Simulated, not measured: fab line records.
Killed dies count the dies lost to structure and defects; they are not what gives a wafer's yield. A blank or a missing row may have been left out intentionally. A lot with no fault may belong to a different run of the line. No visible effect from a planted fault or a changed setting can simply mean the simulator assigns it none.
fab line records + flow n5Finfet
[record]
- lots = 4
- wafers = 12
- lastDay = 18
route steps=1938 shown BEOL_M4@1099 BEOL_M5@1112 BEOL_M15@1821 PASSIVATION@1936
lots untouched by any fault: they come from a run of this same line in which no faults occurred
startH: the number of hours between the record's first day and the start of the first shown wafer of the lot + waitH: how many hours have passed since the lot's step before this one + " unchanged from the row above + L1.1+2: one row covering several wafers at once + - no value, or no start was given + * or withheld: withheld + < > ~ a bound
route shown NAME@n: a module of which the file shows steps, and the number in the route of the first + usual: the fault-free wafers' mean and standard deviation + same: alike in all rows + chamber/n: place in a boat + sites: each site's reading + _std_site: their standard deviation + _edge_site: outer sites' mean less inner sites' + radiusMm: for every site, how far away it sits from the centre of the wafer + mask NAME#n: copy n + behind: the most recent tool/chamber to have shaped the wafer + hold: cause of the lot's hold/its duration in hours/its outcome + device: transistor that didn't switch, given as n, p or np + end of line: the tests these same wafers got at the end of their route + where a step has no rows: the recipe by itself + killed: dies lost to structure and defects at the first sort, not the wafer's yield + map: shows each die of a wafer: x if killed, . if not, _ if none is there
set.NAME: setting as actually run; set.NAME@STEP: the setting as run at that earlier step + model.NAME: the simulator's own value behind a step, which no gauge read
lots seen at some steps along the route; tables by step, rows by wafer
services: when a tool's chamber went out of use (startH, in hours from the record's first day, below 0 if earlier), for how many hours, and the reason
[[steps]]
[step N5_BEOL_M4_ANNEAL_95]
[recipe]
- tempC = 400
- timeS = 240
- ambient = vacuum
[step N5_BEOL_M4_SPUTTER_96]
[recipe]
- material = Cu
- targetThkA = 45
- tempC = -20
- chamberPressurePa = 0.07
- powerW = withheld
- timeS = 8.29
[step N5_BEOL_M4_ECD_50]
[recipe]
- material = Cu
- targetThkA = 3000
[step N5_BEOL_M4_ANNEAL_51]
[recipe]
- tempC = 225
- timeS = 90
- ambient = N2
[step N5_BEOL_M4_CMP_52]
[recipe]
- stopOn = SiOC
- tOverpolishS = 6.8
- downForcePsi = 1
- platenRpm = 50
- clearingPlatenDownForcePsi = 1.5
- clearingPlatenRpm = 50
- postCmpClean = cuAlkaline
- targetThkNm = 40
- clearingPlatenPadVelocityMS = 0.99484
- padVelocityMS = 0.99484
[step N5_BEOL_M4_PRE_CLEAN_60]
[recipe]
- gas = NH3/H2
- timeS = 15
- tempC = *
- rfPowerW = 300
[step N5_BEOL_M4_CO_CAP_55]
[recipe]
- material = Co
- targetThkA = 20
- tempC = 200
- precursor = CCTBA/H2
- pressureTorr = 30
- timeS = 102.1
[step N5_BEOL_M4_PRE_CLEAN_56]
[recipe]
- gas = NH3
- timeS = 15
- tempC = withheld
- rfPowerW = 300
[step N5_BEOL_M4_DEP_57]
[recipe]
- material = SiCN
- targetThkA = 80
- tempC = withheld
- precursor = 3MS/NH3
- pressureTorr = 3
- rfW = 202
- timeS = 14
[step N5_BEOL_M4_RC_MEAS_101]
[usual]
- DIBL_N = 36.4/2
- DIBL_P = 36.1/2.5
- IOFF_N = 0.16/0.037
- IOFF_P = 0.20/0.038
- ION_N = 670/13
- ION_P = 459/8.3
- SS_N = 71.6/0.69
- SS_P = 73.3/0.72
- VT_N = 250/3.4
- VT_P = -251/3.1
| lot.wafer | tool      | chamber | startH | waitH | DIBL_N[mV/V] | DIBL_P[mV/V] | IOFF_N[nA/um] | IOFF_P[nA/um] | ION_N[uA/um] | ION_P[uA/um] | SS_N[mV/dec] | SS_P[mV/dec] | VT_N[mV] | VT_P[mV] |
|-----------|-----------|---------|--------|-------|--------------|--------------|---------------|---------------|--------------|--------------|--------------|--------------|----------|----------|
| L808.1    | prober-02 | 0       | 161.12 | 0.0   | 35.8         | 33.4         | 0.14          | 0.18          | 664          | 456          | 71.1         | 72.5         | 248      | -250     |
| L808.2    | "         | 0       | "      | "     | 39.3         | 38.6         | 0.22          | 0.26          | 691          | 473          | 71.1         | 73.5         | 244      | -246     |
| L808.4    | "         | 0       | "      | "     | 33.2         | 30.4         | 0.10          | 0.15          | 664          | 458          | 69.6         | 71.2         | 254      | -255     |
| L819.1    | prober-01 | 0       | 231.20 | 0.0   | 33.4         | 33.0         | 0.13          | 0.15          | 658          | 450          | 70.7         | 72.4         | 254      | -255     |
| L819.2    | "         | 0       | "      | "     | 34.2         | 35.2         | 0.15          | 0.18          | 677          | 461          | 71.8         | 73.2         | 249      | -253     |
| L819.3    | "         | 0       | "      | "     | 36.3         | 37.3         | 0.17          | 0.20          | 656          | 450          | 72.1         | 74.0         | 248      | -252     |
| L823.2    | prober-02 | 0       | 251.12 | 0.2   | 35.6         | 34.9         | 0.14          | 0.19          | 676          | 468          | 71.2         | 72.7         | 251      | -251     |
| L823.5    | "         | 0       | "      | "     | 34.9         | 34.6         | 0.14          | 0.18          | 659          | 457          | 71.1         | 72.5         | 250      | -252     |
| L823.6    | "         | 0       | "      | "     | 38.1         | 38.5         | 0.18          | 0.24          | 678          | 462          | 71.9         | 74.0         | 250      | -251     |
| L830.1    | prober-01 | 0       | 304.35 | 0.0   | 38.8         | 39.0         | 0.23          | 0.22          | 697          | 464          | 71.5         | 74.2         | 244      | -252     |
| L830.4    | "         | 0       | "      | "     | 35.6         | 36.4         | 0.16          | 0.18          | 677          | 462          | 71.3         | 73.5         | 248      | -253     |
| L830.6    | "         | 0       | "      | "     | 37.6         | 38.2         | 0.19          | 0.21          | 671          | 456          | 71.8         | 74.1         | 248      | -251     |
[step N5_BEOL_M5_ILD_DEP_00]
[recipe]
- material = SiCOH_lowk
- targetThkA = 1406.4
- tempC = 300
- precursor = DEMS/porogen
- pressureTorr = 5
- rfW = 500
- timeS = 25.9
[step N5_BEOL_M5_CURE_79]
[recipe]
- tempC = 385
- timeS = 240
- ambient = He/Ar
- material = SiCOH_lowk
[step N5_BEOL_M5_PECVD_70]
[recipe]
- material = SiO2
- targetThkA = 160
- tempC = 400
- precursor = TEOS/O2
- pressureTorr = 5.5
- rfW = 450
- teosFlowSccm = 53.8
- gas = O2
- flowSccm = 3000
- timeS = 18
[step N5_BEOL_M5_HM_DEP_02]
[recipe]
- material = TiN
- targetThkA = 200
- tempC = 25
- chamberPressurePa = 0.49996
[step N5_BEOL_M5_COAT_59]
[recipe]
- resist = SOC
- tempC = 250
- timeS = 60
- spinRpm = 1500
- resistThkNm = 60
[step N5_BEOL_M5_COAT_60]
[recipe]
- resist = SiARC
- tempC = 220
- timeS = 60
- spinRpm = 1500
- resistThkNm = 12
[step N5_BEOL_M5_COAT_71]
[recipe]
- resist = underlayer
- tempC = 205
- timeS = 60
- spinRpm = 1500
- resistThkNm = 5
[step N5_BEOL_M5_COAT_05]
[recipe]
- resist = CAR-EUV
- spinRpm = 1500
- resistThkNm = 30
[step N5_BEOL_M5_EBR_07]
[recipe]
- solvent = PGMEA
- ebrWidthMm = 1.5
[step N5_BEOL_M5_SOFTBAKE_06]
[recipe]
- tempC = 110
- timeS = 60
- resist = CAR-EUV
[step N5_BEOL_M5_EXPOSE_08]
[recipe]
- maskId = M5
- na = 0.33
- sourceShape = annular
- sigmaInner = 0.4
- sigmaOuter = 0.8
- polarization = unpolarized
- targetCdNm = 28
- doseMj = 35.75
[step N5_BEOL_M5_PEB_09]
[recipe]
- pebTempC = 100
- pebTimeS = 60
- resist = CAR-EUV
[step N5_BEOL_M5_DEVELOP_10]
[recipe]
- developTimeS = 30
- developer = TMAH
- resist = CAR-EUV
- rinseLiquid = surfactantRinse
- dry = airSpin
- devTempC = 23
[step N5_BEOL_M5_DESCUM_16]
[recipe]
- chemistry = O2
- timeS = 7
- sourcePowerW = 50
- biasPowerW = 20
- pressureMtorr = 20
- rfFrequencyHz = 2.712e+07
- tempC = 40
- resist = CAR-EUV
- o2FlowSccm = 225
[step N5_BEOL_M5_ETCH_72]
[recipe]
- chemistry = N2/H2
- target = underlayer
- targetDepthA = 65
- maskMaterial = CAR-EUV
- timeS = 5.2
- ionEnergyEv = 200
- pressureMtorr = 30
- sourceW = 840
- biasW = 150
- n2FlowSccm = 200
- h2FlowSccm = 200
- ends = cleared
[step N5_BEOL_M5_ETCH_61]
[recipe]
- chemistry = CF4
- target = SiARC
- targetDepthA = 156
- maskMaterial = CAR-EUV
- timeS = 26
- ionEnergyEv = 80
- pressureMtorr = 40
- sourceW = 545
- biasW = 36
- Ar_flow_sccm = 100
- cf4FlowSccm = 100
- ends = cleared
[step N5_BEOL_M5_ETCH_62]
[recipe]
- chemistry = N2/H2
- target = SOC
- targetDepthA = 750
- overetchA = 150
- maskMaterial = SiARC
- tempC = 40
- timeS = 112.5
- ionEnergyEv = 200
- pressureMtorr = 30
- sourceW = 840
- biasW = 150
- n2FlowSccm = 200
- h2FlowSccm = 200
[step N5_BEOL_M5_STRIP_63]
[recipe]
- chemistry = N2/H2
- tempC = 40
- n2FlowSccm = 200
- h2FlowSccm = 200
- rfFrequencyHz = 6e+07
[step N5_BEOL_M5_STRIP_73]
[recipe]
- chemistry = N2/H2
- tempC = 40
- n2FlowSccm = 200
- h2FlowSccm = 200
- rfFrequencyHz = 6e+07
[step N5_BEOL_M5_STRIP_64]
[recipe]
- chemistry = CF4
- resist = SiARC
- powerW = 300
- biasPowerW = 75
- pressureMtorr = 50
- cf4FlowSccm = 150
- rfFrequencyHz = 6e+07
[step N5_BEOL_M5_HM_OPEN_17]
[recipe]
- chemistry = Cl2/BCl3
- targetDepthA = 200
- overetchA = 60
- target = TiN
- maskMaterial = SOC
- ionEnergyEv = 150
- pressureMtorr = 10
- icpW = 1000
- biasW = 126
- Cl2_flow_sccm = 53.25
- bcl3FlowSccm = 21.75
- Ar_flow_sccm = 25
[step N5_BEOL_M5_STRIP_19]
[recipe]
- chemistry = O2
- powerW = 400
- tempC = 40
- pressureMtorr = 30
- rfFrequencyHz = 6e+07
- biasPowerW = 0
- overashFraction = 0.2
- o2FlowSccm = 225
[step N5_BEOL_M5_COAT_65]
[recipe]
- resist = SOC
- tempC = 250
- timeS = 60
- spinRpm = 1500
- resistThkNm = 60
[step N5_BEOL_M5_COAT_66]
[recipe]
- resist = SiARC
- tempC = 220
- timeS = 60
- spinRpm = 1500
- resistThkNm = 12
[step N5_BEOL_M15_SPUTTER_45]
[recipe]
- material = Cu
- targetThkA = 1000
- tempC = -20
- biasV = 60
- powerW = 26000
- chamberPressurePa = 0.13
- timeS = 16.67
[usual]
- biasV = 60.0/0.51
- cathodeDcPowerW = 26000/5.1
- susceptorTempC = -20.00/0.11
- throttleValvePct = 30.6/1.1
| lot.wafer | tool          | chamber | startH | waitH | biasV | cathodeDcPowerW | susceptorTempC | throttleValvePct |
|-----------|---------------|---------|--------|-------|-------|-----------------|----------------|------------------|
| L808.1    | pvdSputter-03 | -       | 246.91 | 0.0   | 60.3  | 25999           | -20.13         | 31.6             |
| L808.2    | "             | -       | "      | "     | 59.8  | 25999           | -19.97         | 31.4             |
| L808.4    | "             | -       | "      | "     | 60.9  | 25999           | -20.09         | 31.1             |
| L819.1    | pvdSputter-03 | -       | 337.66 | 0.0   | -     | -               | -              | -                |
| L819.2    | "             | -       | "      | "     | -     | -               | -              | -                |
| L819.3    | "             | -       | "      | "     | -     | -               | -              | -                |
| L823.2    | pvdSputter-03 | -       | 348.43 | 0.0   | -     | -               | -              | -                |
| L823.5    | "             | -       | "      | "     | -     | -               | -              | -                |
| L823.6    | "             | -       | "      | "     | -     | -               | -              | -                |
| L830.1    | pvdSputter-01 | -       | 400.94 | 0.0   | 60.2  | 26001           | -19.99         | 28.9             |
| L830.4    | "             | -       | "      | "     | 60.1  | 25997           | -19.88         | 28.7             |
| L830.6    | "             | -       | "      | "     | 59.8  | 26000           | -19.82         | 28.9             |
[step N5_BEOL_M15_THK_MEAS_50]
[recipe]
- thkMeasGauge = xrf
- reads = Cu_of_BEOL_M15_ECD_47
[usual]
- M15_THK = 833/19
| lot.wafer | tool         | chamber | startH | waitH | M15_THK[nm] |
|-----------|--------------|---------|--------|-------|-------------|
| L808.1    | filmMetro-01 | -       | 247.87 | -     | 833         |
| L808.2    | "            | -       | "      | "     | 845         |
| L808.4    | "            | -       | "      | "     | 859         |
| L819.1    | filmMetro-02 | -       | 338.62 | -     | -           |
| L819.2    | "            | -       | "      | "     | -           |
| L819.3    | "            | -       | "      | "     | -           |
| L823.2    | filmMetro-02 | -       | 349.38 | -     | -           |
| L823.5    | "            | -       | "      | "     | -           |
| L823.6    | "            | -       | "      | "     | -           |
| L830.1    | filmMetro-02 | -       | 402.29 | -     | 842         |
| L830.4    | "            | -       | "      | "     | 813         |
| L830.6    | "            | -       | "      | "     | 809         |
[step N5_BEOL_M15_RS_MEAS_54]
[recipe]
- thkMeasGauge = four-point-probe
- reads = Cu_of_BEOL_M15_ECD_47+Ta_of_BEOL_M15_SPUTTER_44+TaN_of_BEOL_M15_SPUTTER_43
[usual]
- M15_RS = 0.0216/0.0005
| lot.wafer | tool         | chamber | startH | waitH | M15_RS[ohm/sq] |
|-----------|--------------|---------|--------|-------|----------------|
| L808.1    | filmMetro-02 | -       | 248.00 | 0.0   | 0.0215         |
| L808.2    | "            | -       | "      | "     | 0.0212         |
| L808.4    | "            | -       | "      | "     | 0.0208         |
| L819.1    | filmMetro-01 | -       | 338.74 | 0.0   | 30.819         |
| L819.2    | "            | -       | "      | "     | 32.387         |
| L819.3    | "            | -       | "      | "     | 31.856         |
| L823.2    | filmMetro-02 | -       | 349.51 | 0.1   | 32.706         |
| L823.5    | "            | -       | "      | "     | 32.613         |
| L823.6    | "            | -       | "      | "     | 32.550         |
| L830.1    | filmMetro-02 | -       | 402.42 | 0.0   | 0.0211         |
| L830.4    | "            | -       | "      | "     | 0.0219         |
| L830.6    | "            | -       | "      | "     | 0.0220         |
[step N5_PASSIVATION_PROBE_49]
[usual]
- defectLimitedYield = 91.2/1.6
- killed_at_M0_to_M3 = 34/11
- killed_at_M4_up = 13/5.2
- killedAtContacts = 13/6.3
- killedAtFrontEnd = 40/14
- killedAtOther = 3.2/2.4
- killedDies = 104/19
- killedOnRim = 14/4.2
- killedOpen = 69/14
- killedShort = 32/7.5
- sort_bin_5_function = 5.3/1.1
- sort_bin_6_memory = 3.2/0.73
- sortNPass = 1076/19
- sortYieldPct = 91.2/1.6
[same]
- grossDies = 1180
- killedAtBackSide = 0
- sort_bin_4_leakage[%] = 0
- sort_bin_8_speed[%] = 0
| lot.wafer | tool      | chamber | startH | waitH | defectLimitedYield[%] | killed_at_M0_to_M3 | killed_at_M4_up | killedAtContacts | killedAtFrontEnd | killedAtOther | killedDies | killedOnRim | killedOpen | killedShort | sort_bin_5_function[%] | sort_bin_6_memory[%] | sortNPass | sortYieldPct[%] |
|-----------|-----------|---------|--------|-------|-----------------------|--------------------|-----------------|------------------|------------------|---------------|------------|-------------|------------|-------------|------------------------|----------------------|-----------|-----------------|
| L819.1    | prober-02 | -       | 358.47 | 0.0   | 0                     | 38                 | 1081            | 12               | 49               | 0             | 1180       | 152         | 79         | 38          | 95.4                   | 4.2                  | 0         | 0               |
| L819.2    | prober-02 | -       | 358.52 | 0.1   | 0                     | 23                 | 1108            | 18               | 30               | 1             | 1180       | 152         | 61         | 24          | 96.5                   | 3.3                  | 0         | 0               |
| L819.3    | prober-02 | -       | 358.57 | 0.1   | 0                     | 28                 | 1116            | 7                | 29               | 0             | 1180       | 152         | 47         | 26          | 97.3                   | 2.4                  | 0         | 0               |
| L823.2    | prober-02 | -       | 364.54 | 0.1   | 0                     | 52                 | 1065            | 19               | 39               | 5             | 1180       | 152         | 95         | 41          | 95.4                   | 4.4                  | 0         | 0               |
| L823.5    | prober-02 | -       | 364.69 | 0.2   | 0                     | 32                 | 1099            | 12               | 33               | 4             | 1180       | 152         | 58         | 27          | 97.5                   | 2.4                  | 0         | 0               |
| L823.6    | prober-02 | -       | 364.74 | 0.3   | 0                     | 64                 | 1064            | 11               | 37               | 4             | 1180       | 152         | 83         | 39          | 95.5                   | 4.2                  | 0         | 0               |
| L830.1    | prober-02 | -       | 421.56 | 0.0   | 91.1                  | 17                 | 29              | 5                | 48               | 6             | 105        | 12          | 64         | 39          | 5.6                    | 3.0                  | 1075      | 91.1            |
| L830.4    | prober-02 | -       | 421.71 | 0.2   | 91.8                  | 27                 | 22              | 6                | 40               | 2             | 97         | 6           | 61         | 33          | 5.2                    | 2.8                  | 1083      | 91.8            |
| L830.6    | prober-02 | -       | 421.81 | 0.3   | 91.2                  | 22                 | 28              | 11               | 40               | 3             | 104        | 15          | 75         | 29          | 5.2                    | 3.4                  | 1076      | 91.2            |
// killed by level:class
L819.1 BEOL_M15:areaEcd=532 BEOL_M15:areaSputter=531 STI_FIN_REVEAL:geometricParticle:open=16 BEOL_M0_SAQP:geometricParticle:open=10 MOL_CONTACT_COAG:geometricParticle:open=9 BEOL_M0_SAQP:geometricParticle:short=7 BEOL_M1:geometricParticle:open=7 FIN_SAQP:geometricParticle:short=6
L819.2 BEOL_M15:areaEcd=574 BEOL_M15:areaSputter=521 MOL_CONTACT_COAG:geometricParticle:open=15 BEOL_M0_SAQP:geometricParticle:short=7 DUMMY_GATE:geometricParticle:open=6 FIN_SAQP:geometricParticle:open=5 STI_FIN_REVEAL:geometricParticle:open=5 BEOL_M4:geometricParticle:open=5
L819.3 BEOL_M15:areaEcd=571 BEOL_M15:areaSputter=536 BEOL_M0_SAQP:geometricParticle:short=10 BEOL_M0_SAQP:geometricParticle:open=10 STI_FIN_REVEAL:geometricParticle:open=8 MOL_CONTACT_COAG:geometricParticle:open=6 FIN_SAQP:geometricParticle:short=4 DUMMY_GATE:geometricParticle:open=4
L823.2 BEOL_M15:areaSputter=544 BEOL_M15:areaEcd=500 MOL_CONTACT_COAG:geometricParticle:open=15 BEOL_M4:geometricParticle:open=15 BEOL_M0_SAQP:geometricParticle:short=12 BEOL_M0_SAQP:geometricParticle:open=12 BEOL_M3:geometricParticle:open=9 FIN_SAQP:geometricParticle:open=9
L823.5 BEOL_M15:areaSputter=556 BEOL_M15:areaEcd=535 FIN_SAQP:geometricParticle:open=8 MOL_CONTACT_COAG:geometricParticle:open=8 BEOL_M0_SAQP:geometricParticle:open=8 BEOL_M0_SAQP:geometricParticle:short=7 BEOL_M2:geometricParticle:open=7 DUMMY_GATE:geometricParticle:open=5
L823.6 BEOL_M15:areaSputter=550 BEOL_M15:areaEcd=507 BEOL_M0_SAQP:geometricParticle:open=15 BEOL_M1:geometricParticle:open=15 GATE_CUT:geometricParticle:short=10 BEOL_M3:geometricParticle:open=9 MOL_CONTACT_COAG:geometricParticle:open=8 BEOL_M0_SAQP:geometricParticle:short=8
L830.1 BEOL_M4:geometricParticle:open=19 STI_FIN_REVEAL:geometricParticle:open=14 FIN_SAQP:geometricParticle:short=7 STI_FIN_REVEAL:geometricParticle:short=7 BEOL_M0_SAQP:geometricParticle:short=4 BEOL_M0_SAQP:geometricParticle:open=4 BEOL_M4:geometricParticle:short=4 STARTING-WAFER:geometricParticle:open=4
L830.4 STI_FIN_REVEAL:geometricParticle:open=17 BEOL_M4:geometricParticle:open=10 FIN_SAQP:geometricParticle:short=7 BEOL_M0_SAQP:geometricParticle:short=7 DUMMY_GATE:geometricParticle:open=5 BEOL_M4:geometricParticle:short=5 BEOL_M0_SAQP:geometricParticle:open=5 BEOL_M2:geometricParticle:open=5
L830.6 STI_FIN_REVEAL:geometricParticle:open=17 BEOL_M4:geometricParticle:open=16 MOL_CONTACT_COAG:geometricParticle:open=10 FIN_SAQP:geometricParticle:open=7 FIN_SAQP:geometricParticle:short=7 BEOL_M1:geometricParticle:open=5 BEOL_M4:geometricParticle:short=5 BEOL_M3:geometricParticle:open=4
// map L819.1 (x killed, . not)
_________________xxxxxxxxxxxx________________
______________xxxxxxxxxxxxxxxxxx_____________
___________xxxxxxxxxxxxxxxxxxxxxxxx__________
__________xxxxxxxxxxxxxxxxxxxxxxxxxx_________
________xxxxxxxxxxxxxxxxxxxxxxxxxxxxxx_______
_______xxxxxxxxxxxxxxxxxxxxxxxxxxxxxxxx______
______xxxxxxxxxxxxxxxxxxxxxxxxxxxxxxxxxx_____
_____xxxxxxxxxxxxxxxxxxxxxxxxxxxxxxxxxxxx____
____xxxxxxxxxxxxxxxxxxxxxxxxxxxxxxxxxxxxxx___
___xxxxxxxxxxxxxxxxxxxxxxxxxxxxxxxxxxxxxxxx__
___xxxxxxxxxxxxxxxxxxxxxxxxxxxxxxxxxxxxxxxx__
__xxxxxxxxxxxxxxxxxxxxxxxxxxxxxxxxxxxxxxxxxx_
__xxxxxxxxxxxxxxxxxxxxxxxxxxxxxxxxxxxxxxxxxx_
_xxxxxxxxxxxxxxxxxxxxxxxxxxxxxxxxxxxxxxxxxxxx
_xxxxxxxxxxxxxxxxxxxxxxxxxxxxxxxxxxxxxxxxxxxx
_xxxxxxxxxxxxxxxxxxxxxxxxxxxxxxxxxxxxxxxxxxxx
_xxxxxxxxxxxxxxxxxxxxxxxxxxxxxxxxxxxxxxxxxxxx
_xxxxxxxxxxxxxxxxxxxxxxxxxxxxxxxxxxxxxxxxxxxx
_xxxxxxxxxxxxxxxxxxxxxxxxxxxxxxxxxxxxxxxxxxxx
_xxxxxxxxxxxxxxxxxxxxxxxxxxxxxxxxxxxxxxxxxxxx
_xxxxxxxxxxxxxxxxxxxxxxxxxxxxxxxxxxxxxxxxxxxx
__xxxxxxxxxxxxxxxxxxxxxxxxxxxxxxxxxxxxxxxxxx_
__xxxxxxxxxxxxxxxxxxxxxxxxxxxxxxxxxxxxxxxxxx_
___xxxxxxxxxxxxxxxxxxxxxxxxxxxxxxxxxxxxxxxx__
___xxxxxxxxxxxxxxxxxxxxxxxxxxxxxxxxxxxxxxxx__
____xxxxxxxxxxxxxxxxxxxxxxxxxxxxxxxxxxxxxx___
_____xxxxxxxxxxxxxxxxxxxxxxxxxxxxxxxxxxxx____
______xxxxxxxxxxxxxxxxxxxxxxxxxxxxxxxxxx_____
_______xxxxxxxxxxxxxxxxxxxxxxxxxxxxxxxx______
________xxxxxxxxxxxxxxxxxxxxxxxxxxxxxx_______
__________xxxxxxxxxxxxxxxxxxxxxxxxxx_________
___________xxxxxxxxxxxxxxxxxxxxxxxx__________
______________xxxxxxxxxxxxxxxxxx_____________
_________________xxxxxxxxxxxx________________
// map L823.2 (x killed, . not)
_________________xxxxxxxxxxxx________________
______________xxxxxxxxxxxxxxxxxx_____________
___________xxxxxxxxxxxxxxxxxxxxxxxx__________
__________xxxxxxxxxxxxxxxxxxxxxxxxxx_________
________xxxxxxxxxxxxxxxxxxxxxxxxxxxxxx_______
_______xxxxxxxxxxxxxxxxxxxxxxxxxxxxxxxx______
______xxxxxxxxxxxxxxxxxxxxxxxxxxxxxxxxxx_____
_____xxxxxxxxxxxxxxxxxxxxxxxxxxxxxxxxxxxx____
____xxxxxxxxxxxxxxxxxxxxxxxxxxxxxxxxxxxxxx___
___xxxxxxxxxxxxxxxxxxxxxxxxxxxxxxxxxxxxxxxx__
___xxxxxxxxxxxxxxxxxxxxxxxxxxxxxxxxxxxxxxxx__
__xxxxxxxxxxxxxxxxxxxxxxxxxxxxxxxxxxxxxxxxxx_
__xxxxxxxxxxxxxxxxxxxxxxxxxxxxxxxxxxxxxxxxxx_
_xxxxxxxxxxxxxxxxxxxxxxxxxxxxxxxxxxxxxxxxxxxx
_xxxxxxxxxxxxxxxxxxxxxxxxxxxxxxxxxxxxxxxxxxxx
_xxxxxxxxxxxxxxxxxxxxxxxxxxxxxxxxxxxxxxxxxxxx
_xxxxxxxxxxxxxxxxxxxxxxxxxxxxxxxxxxxxxxxxxxxx
_xxxxxxxxxxxxxxxxxxxxxxxxxxxxxxxxxxxxxxxxxxxx
_xxxxxxxxxxxxxxxxxxxxxxxxxxxxxxxxxxxxxxxxxxxx
_xxxxxxxxxxxxxxxxxxxxxxxxxxxxxxxxxxxxxxxxxxxx
_xxxxxxxxxxxxxxxxxxxxxxxxxxxxxxxxxxxxxxxxxxxx
__xxxxxxxxxxxxxxxxxxxxxxxxxxxxxxxxxxxxxxxxxx_
__xxxxxxxxxxxxxxxxxxxxxxxxxxxxxxxxxxxxxxxxxx_
___xxxxxxxxxxxxxxxxxxxxxxxxxxxxxxxxxxxxxxxx__
___xxxxxxxxxxxxxxxxxxxxxxxxxxxxxxxxxxxxxxxx__
____xxxxxxxxxxxxxxxxxxxxxxxxxxxxxxxxxxxxxx___
_____xxxxxxxxxxxxxxxxxxxxxxxxxxxxxxxxxxxx____
______xxxxxxxxxxxxxxxxxxxxxxxxxxxxxxxxxx_____
_______xxxxxxxxxxxxxxxxxxxxxxxxxxxxxxxx______
________xxxxxxxxxxxxxxxxxxxxxxxxxxxxxx_______
__________xxxxxxxxxxxxxxxxxxxxxxxxxx_________
___________xxxxxxxxxxxxxxxxxxxxxxxx__________
______________xxxxxxxxxxxxxxxxxx_____________
_________________xxxxxxxxxxxx________________
[[services]]
| tool          | chamber | startH | hours | kind   |
|---------------|---------|--------|-------|--------|
| pvdSputter-03 | -       | 394.19 | 6.1   | repair |
[[key]]
[firstSign]
- step = N5_BEOL_M15_SPUTTER_45
- reading = toolRecord
- direction = missing
[effect]
- step = N5_BEOL_M15_THK_MEAS_50
- reading = M15_THK
- direction = missing
[effect]
- step = N5_BEOL_M15_RS_MEAS_54
- reading = M15_RS
- direction = up
- sigmas = 99+
- usual = 0.0216
- struck = 32.155
[effect]
- step = N5_PASSIVATION_PROBE_49
- reading = killed_at_M4_up
- direction = up
- sigmas = 99+
- usual = 13
- struck = 1089
[moreKillsBornAt]
- N5_BEOL_M15_SPUTTER_45@pvdSputter-03 = 3238
- N5_BEOL_M15_ECD_47@ecdCu-01 = 1677
- N5_BEOL_M15_ECD_47@ecdCu-02 = 1542
metAt N5_BEOL_M15_SPUTTER_45
struckWafers L819.1,L819.2,L819.3,L823.2,L823.5,L823.6
laterRowsLeftOut L819.1,L819.2,L819.3,L823.2,L823.5,L823.6
onsetBetween 246.91 337.66
[fault]
- kind = skippedStepWhole
- tool = pvdSputter-03
- chamber = -
- onsetH = 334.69
- steps = N5_BEOL_M15_SPUTTER_45
- scope = struckLotsOnly
// laterRowsLeftOut: the simulator's readings of these wafers behind a module that went badly wrong aren't trusted and aren't shown, but for the sort
